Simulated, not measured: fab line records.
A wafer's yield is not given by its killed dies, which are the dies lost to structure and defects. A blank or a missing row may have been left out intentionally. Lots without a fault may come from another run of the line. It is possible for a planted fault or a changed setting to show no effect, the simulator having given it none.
Which tool was responsible? / flow n5-finfet / 72 wafers from 24 lots sampled at 6 of the route's 1938 steps

WHAT THE GAUGES SHOWED, per wafer
N5_BEOL_M9_CD_MEAS_35: target cd 70 nm, target cd y 40 nm. Usual: cd-nm 70.2 nm, standard deviation 0.65.
lot=L074; measured=day 9 15:26; on=cd-sem-02; cd-nm (nm)=70.8 72.2 71.2; flag=
lot=L075; measured=day 9 19:08; on=cd-sem-01; cd-nm (nm)=70.3 69.4 70.7; flag=
lot=L076; measured=day 9 23:19; on=cd-sem-01; cd-nm (nm)=69.3 69.9 69.6; flag=
lot=L078; measured=day 10 06:05; on=cd-sem-01; cd-nm (nm)=70.4 70.8 70.8; flag=
lot=L077; measured=day 10 05:32; on=cd-sem-02; cd-nm (nm)=70.1 70.1 70.2; flag=
lot=L079; measured=day 10 14:08; on=cd-sem-02; cd-nm (nm)=70.1 69.3 69.6; flag=
lot=L080; measured=day 10 21:42; on=cd-sem-02; cd-nm (nm)=70.8 70.8 71.6; flag=
lot=L081; measured=day 11 17:30; on=cd-sem-02; cd-nm (nm)=69.5 68.7 68.5; flag=
lot=L082; measured=day 12 00:01; on=cd-sem-02; cd-nm (nm)=70.7 69.6 70.1; flag=
lot=L083; measured=day 12 11:07; on=cd-sem-02; cd-nm (nm)=70.5 70.9 71.4; flag=
lot=L084; measured=day 12 19:08; on=cd-sem-02; cd-nm (nm)=70.2 70.0 69.7; flag=
lot=L085; measured=day 12 19:19; on=cd-sem-01; cd-nm (nm)=70.2 71.4 70.2; flag=
lot=L086; measured=day 12 21:47; on=cd-sem-01; cd-nm (nm)=70.6 68.8 69.3; flag=
lot=L088; measured=day 12 23:56; on=cd-sem-03; cd-nm (nm)=71.5 69.6 70.5; flag=
lot=L087; measured=day 13 09:17; on=cd-sem-01; cd-nm (nm)=71.5 71.2 70.5; flag=
lot=L089; measured=day 13 09:33; on=cd-sem-01; cd-nm (nm)=70.6 69.9 70.1; flag=
lot=L090; measured=day 13 13:20; on=cd-sem-02; cd-nm (nm)=70.8 70.5 70.4; flag=
lot=L091; measured=day 14 13:55; on=cd-sem-03; cd-nm (nm)=69.3 70.6 69.7; flag=
lot=L094; measured=day 14 13:52; on=cd-sem-03; cd-nm (nm)=70.6 70.1 69.3; flag=
lot=L092; measured=day 14 17:27; on=cd-sem-01; cd-nm (nm)=69.8 69.9 71.5; flag=
lot=L093; measured=day 14 19:44; on=cd-sem-02; cd-nm (nm)=70.3 70.1 70.4; flag=
lot=L096; measured=day 15 12:02; on=cd-sem-01; cd-nm (nm)=70.5 70.8 70.6; flag=
lot=L095; measured=day 15 12:34; on=cd-sem-03; cd-nm (nm)=71.0 70.5 70.5; flag=
lot=L097; measured=day 15 14:08; on=cd-sem-03; cd-nm (nm)=70.7 71.1 70.7; flag=

N5_BEOL_M9_RS_MEAS_57: uses a four-point probe to measure. Usual: M9_RS 0.152 ohm/sq, standard deviation 0.0035.
lot=L074; measured=day 9 17:59; on=film-metro-01; M9_RS (ohm/sq)=0.149 0.152 0.152; flag=
lot=L075; measured=day 9 22:05; on=film-metro-02; M9_RS (ohm/sq)=0.156 0.150 0.154; flag=
lot=L076; measured=day 10 01:56; on=film-metro-01; M9_RS (ohm/sq)=0.158 0.156 0.156; flag=
lot=L078; measured=day 10 09:07; on=film-metro-02; M9_RS (ohm/sq)=0.147 0.148 0.154; flag=
lot=L077; measured=day 10 08:23; on=film-metro-02; M9_RS (ohm/sq)=0.152 0.148 0.150; flag=
lot=L079; measured=day 10 17:08; on=film-metro-02; M9_RS (ohm/sq)=0.151 0.150 0.153; flag=
lot=L080; measured=day 11 00:30; on=film-metro-01; M9_RS (ohm/sq)=0.149 0.150 0.151; flag=
lot=L081; measured=day 11 19:41; on=film-metro-01; M9_RS (ohm/sq)=0.150 0.155 0.152; flag=
lot=L082; measured=day 12 04:54; on=film-metro-01; M9_RS (ohm/sq)=0.153 0.154 0.149; flag=
lot=L083; measured=day 12 13:23; on=film-metro-01; M9_RS (ohm/sq)=0.155 0.149 0.150; flag=
lot=L084; measured=day 12 22:30; on=film-metro-01; M9_RS (ohm/sq)=0.156 0.156 0.153; flag=
lot=L085; measured=day 12 23:23; on=film-metro-01; M9_RS (ohm/sq)=0.147 0.158 0.155; flag=
lot=L086; measured=day 13 01:38; on=film-metro-02; M9_RS (ohm/sq)=0.153 0.149 0.155; flag=
lot=L088; measured=day 13 01:59; on=film-metro-02; M9_RS (ohm/sq)=0.148 0.151 0.150; flag=
lot=L087; measured=day 13 13:08; on=film-metro-01; M9_RS (ohm/sq)=0.157 0.154 0.149; flag=
lot=L089; measured=day 13 12:39; on=film-metro-02; M9_RS (ohm/sq)=0.154 0.156 0.151; flag=
lot=L090; measured=day 13 15:31; on=film-metro-01; M9_RS (ohm/sq)=0.155 0.157 0.151; flag=
lot=L091; measured=day 14 17:32; on=film-metro-01; M9_RS (ohm/sq)=0.155 0.156 0.153; flag=
lot=L094; measured=day 14 16:02; on=film-metro-01; M9_RS (ohm/sq)=0.148 0.160 0.149; flag=
lot=L092; measured=day 14 20:22; on=film-metro-02; M9_RS (ohm/sq)=0.149 0.148 0.149; flag=
lot=L093; measured=day 14 21:44; on=film-metro-02; M9_RS (ohm/sq)=0.152 0.154 0.146; flag=
lot=L096; measured=day 15 15:25; on=film-metro-02; M9_RS (ohm/sq)=0.157 0.151 0.145; flag=
lot=L095; measured=day 15 15:41; on=film-metro-01; M9_RS (ohm/sq)=0.153 0.153 0.144; flag=
lot=L097; measured=day 15 17:48; on=film-metro-02; M9_RS (ohm/sq)=0.146 0.153 0.153; flag=

WHAT TOOL EACH LOT RAN ON (gives the tool, then ch and the chambers of the sampled wafers, and finally the start)
lot=L074; N5_BEOL_M8_DEGAS_44=pvd-sputter-03, day 9 06:53; N5_BEOL_M8_SURFACE_TREAT_79=pvd-sputter-03, day 9 07:26; N5_BEOL_M9_PRE_CLEAN_45=pvd-sputter-01, day 9 15:52; N5_BEOL_M9_ALD_74=ald-metal-03 ch 0,2,3, day 9 15:55
lot=L075; N5_BEOL_M8_DEGAS_44=pvd-sputter-02, day 9 11:03; N5_BEOL_M8_SURFACE_TREAT_79=pvd-sputter-02, day 9 11:27; N5_BEOL_M9_PRE_CLEAN_45=pvd-sputter-03, day 9 19:56; N5_BEOL_M9_ALD_74=ald-metal-02 ch 1,2, day 9 20:10
lot=L076; N5_BEOL_M8_DEGAS_44=pvd-sputter-03, day 9 16:28; N5_BEOL_M8_SURFACE_TREAT_79=pvd-sputter-03, day 9 16:51; N5_BEOL_M9_PRE_CLEAN_45=pvd-sputter-03, day 9 23:43; N5_BEOL_M9_ALD_74=ald-metal-03 ch 1,2,3, day 9 23:47
lot=L078; N5_BEOL_M8_DEGAS_44=pvd-sputter-03, day 9 21:53; N5_BEOL_M8_SURFACE_TREAT_79=pvd-sputter-03, day 9 22:17; N5_BEOL_M9_PRE_CLEAN_45=pvd-sputter-02, day 10 07:13; N5_BEOL_M9_ALD_74=ald-metal-01 ch 0,2,3, day 10 07:27
lot=L077; N5_BEOL_M8_DEGAS_44=pvd-sputter-01, day 9 22:16; N5_BEOL_M8_SURFACE_TREAT_79=pvd-sputter-03, day 9 22:41; N5_BEOL_M9_PRE_CLEAN_45=pvd-sputter-01, day 10 06:38; N5_BEOL_M9_ALD_74=ald-metal-01 ch 1,2,3, day 10 06:46
lot=L079; N5_BEOL_M8_DEGAS_44=pvd-sputter-01, day 10 06:41; N5_BEOL_M8_SURFACE_TREAT_79=pvd-sputter-02, day 10 07:16; N5_BEOL_M9_PRE_CLEAN_45=pvd-sputter-02, day 10 15:38; N5_BEOL_M9_ALD_74=ald-metal-03 ch 0,3, day 10 15:42
lot=L080; N5_BEOL_M8_DEGAS_44=pvd-sputter-02, day 10 16:01; N5_BEOL_M8_SURFACE_TREAT_79=pvd-sputter-03, day 10 16:26; N5_BEOL_M9_PRE_CLEAN_45=pvd-sputter-02, day 10 22:55; N5_BEOL_M9_ALD_74=ald-metal-02 ch 0,1,3, day 10 22:58
lot=L081; N5_BEOL_M8_DEGAS_44=pvd-sputter-03, day 11 04:06; N5_BEOL_M8_SURFACE_TREAT_79=pvd-sputter-01, day 11 04:38; N5_BEOL_M9_PRE_CLEAN_45=pvd-sputter-01, day 11 18:04; N5_BEOL_M9_ALD_74=ald-metal-02 ch 0,1,3, day 11 18:07
lot=L082; N5_BEOL_M8_DEGAS_44=pvd-sputter-03, day 11 17:47; N5_BEOL_M8_SURFACE_TREAT_79=pvd-sputter-01, day 11 18:16; N5_BEOL_M9_PRE_CLEAN_45=pvd-sputter-02, day 12 00:44; N5_BEOL_M9_ALD_74=ald-metal-02 ch 0,2,3, day 12 00:48
lot=L083; N5_BEOL_M8_DEGAS_44=pvd-sputter-03, day 12 04:13; N5_BEOL_M8_SURFACE_TREAT_79=pvd-sputter-02, day 12 04:44; N5_BEOL_M9_PRE_CLEAN_45=pvd-sputter-01, day 12 11:37; N5_BEOL_M9_ALD_74=ald-metal-02 ch 0,1,2, day 12 11:41
lot=L084; N5_BEOL_M8_DEGAS_44=pvd-sputter-01, day 12 12:09; N5_BEOL_M8_SURFACE_TREAT_79=pvd-sputter-02, day 12 12:32; N5_BEOL_M9_PRE_CLEAN_45=pvd-sputter-01, day 12 19:34; N5_BEOL_M9_ALD_74=ald-metal-01 ch 1,2,3, day 12 19:38
lot=L085; N5_BEOL_M8_DEGAS_44=pvd-sputter-02, day 12 12:28; N5_BEOL_M8_SURFACE_TREAT_79=pvd-sputter-01, day 12 14:27; N5_BEOL_M9_PRE_CLEAN_45=pvd-sputter-03, day 12 19:52; N5_BEOL_M9_ALD_74=ald-metal-01 ch 1,2, day 12 19:56
lot=L086; N5_BEOL_M8_DEGAS_44=pvd-sputter-02, day 12 15:08; N5_BEOL_M8_SURFACE_TREAT_79=pvd-sputter-01, day 12 15:43; N5_BEOL_M9_PRE_CLEAN_45=pvd-sputter-01, day 13 00:01; N5_BEOL_M9_ALD_74=ald-metal-01 ch 0,2,3, day 13 00:04
lot=L088; N5_BEOL_M8_DEGAS_44=pvd-sputter-03, day 12 18:58; N5_BEOL_M8_SURFACE_TREAT_79=pvd-sputter-01, day 12 19:23; N5_BEOL_M9_PRE_CLEAN_45=pvd-sputter-01, day 13 00:21; N5_BEOL_M9_ALD_74=ald-metal-01 ch 0,1,3, day 13 00:25
lot=L087; N5_BEOL_M8_DEGAS_44=pvd-sputter-01, day 13 00:14; N5_BEOL_M8_SURFACE_TREAT_79=pvd-sputter-02, day 13 00:38; N5_BEOL_M9_PRE_CLEAN_45=pvd-sputter-03, day 13 09:59; N5_BEOL_M9_ALD_74=ald-metal-02 ch 1,2,3, day 13 10:03
lot=L089; N5_BEOL_M8_DEGAS_44=pvd-sputter-01, day 13 00:31; N5_BEOL_M8_SURFACE_TREAT_79=pvd-sputter-02, day 13 01:11; N5_BEOL_M9_PRE_CLEAN_45=pvd-sputter-03, day 13 10:09; N5_BEOL_M9_ALD_74=ald-metal-01 ch 0,1,3, day 13 10:14
lot=L090; N5_BEOL_M8_DEGAS_44=pvd-sputter-02, day 13 04:16; N5_BEOL_M8_SURFACE_TREAT_79=pvd-sputter-01, day 13 04:50; N5_BEOL_M9_PRE_CLEAN_45=pvd-sputter-01, day 13 13:52; N5_BEOL_M9_ALD_74=ald-metal-03 ch 1,3, day 13 13:56
lot=L091; N5_BEOL_M8_DEGAS_44=pvd-sputter-03, day 14 02:35; N5_BEOL_M8_SURFACE_TREAT_79=pvd-sputter-02, day 14 05:04; N5_BEOL_M9_PRE_CLEAN_45=pvd-sputter-03, day 14 14:37; N5_BEOL_M9_ALD_74=ald-metal-02 ch 1,2,3, day 14 14:42
lot=L094; N5_BEOL_M8_DEGAS_44=pvd-sputter-01, day 14 06:09; N5_BEOL_M8_SURFACE_TREAT_79=pvd-sputter-01, day 14 06:39; N5_BEOL_M9_PRE_CLEAN_45=pvd-sputter-01, day 14 14:19; N5_BEOL_M9_ALD_74=ald-metal-03 ch 2,3, day 14 14:23
lot=L092; N5_BEOL_M8_DEGAS_44=pvd-sputter-01, day 14 06:41; N5_BEOL_M8_SURFACE_TREAT_79=pvd-sputter-02, day 14 10:47; N5_BEOL_M9_PRE_CLEAN_45=pvd-sputter-03, day 14 18:10; N5_BEOL_M9_ALD_74=ald-metal-01 ch 0,2,3, day 14 18:14
lot=L093; N5_BEOL_M8_DEGAS_44=pvd-sputter-01, day 14 12:23; N5_BEOL_M8_SURFACE_TREAT_79=pvd-sputter-01, day 14 12:52; N5_BEOL_M9_PRE_CLEAN_45=pvd-sputter-02, day 14 20:08; N5_BEOL_M9_ALD_74=ald-metal-02 ch 0,1, day 14 20:12
lot=L096; N5_BEOL_M8_DEGAS_44=pvd-sputter-02, day 15 02:29; N5_BEOL_M8_SURFACE_TREAT_79=pvd-sputter-01, day 15 02:55; N5_BEOL_M9_PRE_CLEAN_45=pvd-sputter-02, day 15 12:56; N5_BEOL_M9_ALD_74=ald-metal-01 ch 0,1,3, day 15 13:00
lot=L095; N5_BEOL_M8_DEGAS_44=pvd-sputter-02, day 15 04:00; N5_BEOL_M8_SURFACE_TREAT_79=pvd-sputter-03, day 15 04:23; N5_BEOL_M9_PRE_CLEAN_45=pvd-sputter-01, day 15 13:17; N5_BEOL_M9_ALD_74=ald-metal-03 ch 0,1,2, day 15 13:22
lot=L097; N5_BEOL_M8_DEGAS_44=pvd-sputter-03, day 15 06:50; N5_BEOL_M8_SURFACE_TREAT_79=pvd-sputter-02, day 15 07:31; N5_BEOL_M9_PRE_CLEAN_45=pvd-sputter-01, day 15 16:12; N5_BEOL_M9_ALD_74=ald-metal-02 ch 0,1,3, day 15 16:16
- N5_BEOL_M8_DEGAS_44: time 60 s.
- N5_BEOL_M8_SURFACE_TREAT_79
- N5_BEOL_M9_PRE_CLEAN_45: time 30 s.
- N5_BEOL_M9_ALD_74: deposits TaN, target thk 2 nm, pulse time 2 s, purge time 3 s.

AS READ BY THE TOOLS THEMSELVES (means over the sampled wafers that have a number; for cases with no such wafer, the mark the record gives instead)
N5_BEOL_M8_DEGAS_44. Usual: heater-power-w 342 W, standard deviation 36.
lot=L074; tool=pvd-sputter-03; heater-power-w (W)=370; flag=
lot=L075; tool=pvd-sputter-02; heater-power-w (W)=328; flag=
lot=L076; tool=pvd-sputter-03; heater-power-w (W)=355; flag=
lot=L078; tool=pvd-sputter-03; heater-power-w (W)=386; flag=
lot=L077; tool=pvd-sputter-01; heater-power-w (W)=324; flag=
lot=L079; tool=pvd-sputter-01; heater-power-w (W)=317; flag=
lot=L080; tool=pvd-sputter-02; heater-power-w (W)=329; flag=
lot=L081; tool=pvd-sputter-03; heater-power-w (W)=380; flag=
lot=L082; tool=pvd-sputter-03; heater-power-w (W)=362; flag=
lot=L083; tool=pvd-sputter-03; heater-power-w (W)=377; flag=
lot=L084; tool=pvd-sputter-01; heater-power-w (W)=310; flag=
lot=L085; tool=pvd-sputter-02; heater-power-w (W)=341; flag=
lot=L086; tool=pvd-sputter-02; heater-power-w (W)=328; flag=
lot=L088; tool=pvd-sputter-03; heater-power-w (W)=371; flag=
lot=L087; tool=pvd-sputter-01; heater-power-w (W)=322; flag=
lot=L089; tool=pvd-sputter-01; heater-power-w (W)=307; flag=
lot=L090; tool=pvd-sputter-02; heater-power-w (W)=345; flag=
lot=L091; tool=pvd-sputter-03; heater-power-w (W)=356; flag=
lot=L094; tool=pvd-sputter-01; heater-power-w (W)=309; flag=
lot=L092; tool=pvd-sputter-01; heater-power-w (W)=356; flag=
lot=L093; tool=pvd-sputter-01; heater-power-w (W)=307; flag=
lot=L096; tool=pvd-sputter-02; heater-power-w (W)=331; flag=
lot=L095; tool=pvd-sputter-02; heater-power-w (W)=316; flag=
lot=L097; tool=pvd-sputter-03; heater-power-w (W)=366; flag=

N5_BEOL_M9_PRE_CLEAN_45. Usual: heater-power-w 338 W, standard deviation 36.
lot=L074; tool=pvd-sputter-01; heater-power-w (W)=338; flag=
lot=L075; tool=pvd-sputter-03; heater-power-w (W)=379; flag=
lot=L076; tool=pvd-sputter-03; heater-power-w (W)=382; flag=
lot=L078; tool=pvd-sputter-02; heater-power-w (W)=331; flag=
lot=L077; tool=pvd-sputter-01; heater-power-w (W)=344; flag=
lot=L079; tool=pvd-sputter-02; heater-power-w (W)=341; flag=
lot=L080; tool=pvd-sputter-02; heater-power-w (W)=314; flag=
lot=L081; tool=pvd-sputter-01; heater-power-w (W)=341; flag=
lot=L082; tool=pvd-sputter-02; heater-power-w (W)=328; flag=
lot=L083; tool=pvd-sputter-01; heater-power-w (W)=308; flag=
lot=L084; tool=pvd-sputter-01; heater-power-w (W)=310; flag=
lot=L085; tool=pvd-sputter-03; heater-power-w (W)=362; flag=
lot=L086; tool=pvd-sputter-01; heater-power-w (W)=319; flag=
lot=L088; tool=pvd-sputter-01; heater-power-w (W)=338; flag=
lot=L087; tool=pvd-sputter-03; heater-power-w (W)=363; flag=
lot=L089; tool=pvd-sputter-03; heater-power-w (W)=357; flag=
lot=L090; tool=pvd-sputter-01; heater-power-w (W)=313; flag=
lot=L091; tool=pvd-sputter-03; heater-power-w (W)=350; flag=
lot=L094; tool=pvd-sputter-01; heater-power-w (W)=308; flag=
lot=L092; tool=pvd-sputter-03; heater-power-w (W)=374; flag=
lot=L093; tool=pvd-sputter-02; heater-power-w (W)=352; flag=
lot=L096; tool=pvd-sputter-02; heater-power-w (W)=329; flag=
lot=L095; tool=pvd-sputter-01; heater-power-w (W)=337; flag=
lot=L097; tool=pvd-sputter-01; heater-power-w (W)=312; flag=

N5_BEOL_M9_ALD_74. Usual: heater-power-w 421 W, standard deviation 44.
lot=L074; tool=ald-metal-03; heater-power-w (W)=440; flag=
lot=L075; tool=ald-metal-02; heater-power-w (W)=415; flag=
lot=L076; tool=ald-metal-03; heater-power-w (W)=418; flag=
lot=L078; tool=ald-metal-01; heater-power-w (W)=441; flag=
lot=L077; tool=ald-metal-01; heater-power-w (W)=417; flag=
lot=L079; tool=ald-metal-03; heater-power-w (W)=453; flag=
lot=L080; tool=ald-metal-02; heater-power-w (W)=415; flag=
lot=L081; tool=ald-metal-02; heater-power-w (W)=424; flag=
lot=L082; tool=ald-metal-02; heater-power-w (W)=425; flag=
lot=L083; tool=ald-metal-02; heater-power-w (W)=399; flag=
lot=L084; tool=ald-metal-01; heater-power-w (W)=426; flag=
lot=L085; tool=ald-metal-01; heater-power-w (W)=420; flag=
lot=L086; tool=ald-metal-01; heater-power-w (W)=448; flag=
lot=L088; tool=ald-metal-01; heater-power-w (W)=406; flag=
lot=L087; tool=ald-metal-02; heater-power-w (W)=442; flag=
lot=L089; tool=ald-metal-01; heater-power-w (W)=396; flag=
lot=L090; tool=ald-metal-03; heater-power-w (W)=436; flag=
lot=L091; tool=ald-metal-02; heater-power-w (W)=435; flag=
lot=L094; tool=ald-metal-03; heater-power-w (W)=462; flag=
lot=L092; tool=ald-metal-01; heater-power-w (W)=448; flag=
lot=L093; tool=ald-metal-02; heater-power-w (W)=377; flag=
lot=L096; tool=ald-metal-01; heater-power-w (W)=402; flag=
lot=L095; tool=ald-metal-03; heater-power-w (W)=406; flag=
lot=L097; tool=ald-metal-02; heater-power-w (W)=415; flag=

THE ANSWER, worked out from the rows above alone
Rule: take the mean of a lot's wafers that have a number; if it is more than 3 standard deviations from the usual mean, the lot is off. Also off: a lot with no number at a reading for which 4 or more lots have one. Any other lot the step has rows for is counted as sound. First the gauges in route order, then the tools' own readings, where a lot's mean is used as printed above. The first step at which some lot is off is used, and at that step the reading that is off furthest; a lot without a number counts as furthest.
Across all readings shown, no lot is off: no conclusion can be drawn from this.

WHAT WAS PUT IN BY THE SIMULATOR
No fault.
